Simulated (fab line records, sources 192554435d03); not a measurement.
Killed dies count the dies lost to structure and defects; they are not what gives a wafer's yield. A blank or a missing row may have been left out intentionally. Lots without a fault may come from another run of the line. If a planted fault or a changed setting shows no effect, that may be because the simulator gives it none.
Lot-split experiment    flow n5 finfet    21 wafers read from 7 lots, route of 1938 steps

SPLIT DETAILS
At N5_WELL_APT_COAT_19 (resist thk 950 nm), the setting spin rpm was moved away from the recipe's 1357 rpm on 8 of the 21 wafers read, by -8.3% to +10.2%. For the rest of the wafers, this setting stayed at what the recipe calls for.

The reading comes from the split's own step.

THE READING
coat_of_WELL_APT_COAT_19.thk nm (the simulator's own value, which no gauge read), in nm, at N5_WELL_APT_COAT_19 (resist thk 950 nm). There is no usual value for it anywhere in the file. Here, 13 wafers ran the recipe; their average is 951.5 nm with a standard deviation of 3.1 nm.

wafer   tool, chamber at the split  spin rpm as run, rpm  against the recipe  coat_of_WELL_APT_COAT_19.thk nm, nm  against lot-mates on the recipe
L075.1  litho track-05, 0           1489                  +9.7%               903.4                                -43.6
L075.3  litho track-05, 0           1357                  recipe              947                                  -
L075.5  litho track-05, 0           1489                  +9.7%               907                                  -40.0
L078.3  litho track-05, 0           1357                  recipe              952                                  -
L078.4  litho track-05, 0           1357                  recipe              955.7                                -
L078.6  litho track-05, 0           1293                  -4.7%               976.1                                +22.2
L082.1  litho track-01, 0           1244                  -8.3%               999.5                                +43.7
L082.3  litho track-01, 0           1244                  -8.3%               998.7                                +42.9
L082.5  litho track-01, 0           1357                  recipe              955.8                                -
L083.4  litho track-05, 0           1357                  recipe              949.8                                -
L083.5  litho track-05, 0           1357                  recipe              947.1                                -
L083.6  litho track-05, 0           1357                  recipe              950.8                                -
L084.1  litho track-01, 0           1357                  recipe              955.2                                -
L084.4  litho track-01, 0           1357                  recipe              952.5                                -
L084.5  litho track-01, 0           1357                  recipe              953.3                                -
L087.1  litho track-01, 0           1456                  +7.3%               918.3                                -33.2
L087.2  litho track-01, 0           1357                  recipe              949.4                                -
L087.4  litho track-01, 0           1357                  recipe              953.6                                -
L093.1  litho track-02, 0           1496                  +10.2%              904.5                                -43.1
L093.4  litho track-02, 0           1496                  +10.2%              903.3                                -44.3
L093.5  litho track-02, 0           1357                  recipe              947.6                                -

FIT RESULTS
A straight line over all 21 wafers: coat_of_WELL_APT_COAT_19.thk nm changes by -4.99 nm for each +1% of spin rpm; r = -0.99; the points scatter about the line by 3.3 nm.
The same after taking each lot's own level away (the mean of its wafers on the recipe; 21 wafers): -4.57 nm for each +1%; r = -1.00; scatter 2.3 nm.
According to that fit, moving spin rpm by its largest amount changes the reading by 47 nm.
The lots' own levels span 947.00 to 955.80 nm, that is 2.9 times the standard deviation above.
So the lot-to-lot level changes the slope little: the two slopes agree.
Check: with one of the wafers moved furthest among these (+10.2%) left out of the fit, the line predicts -46.4 nm for it against its lot-mates. Against them it came out at -43.1 nm.

THE FILE'S OWN FIT
coat_of_WELL_APT_COAT_19.thk nm changes by -4.53 nm for each +1% of spin rpm, r = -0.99.
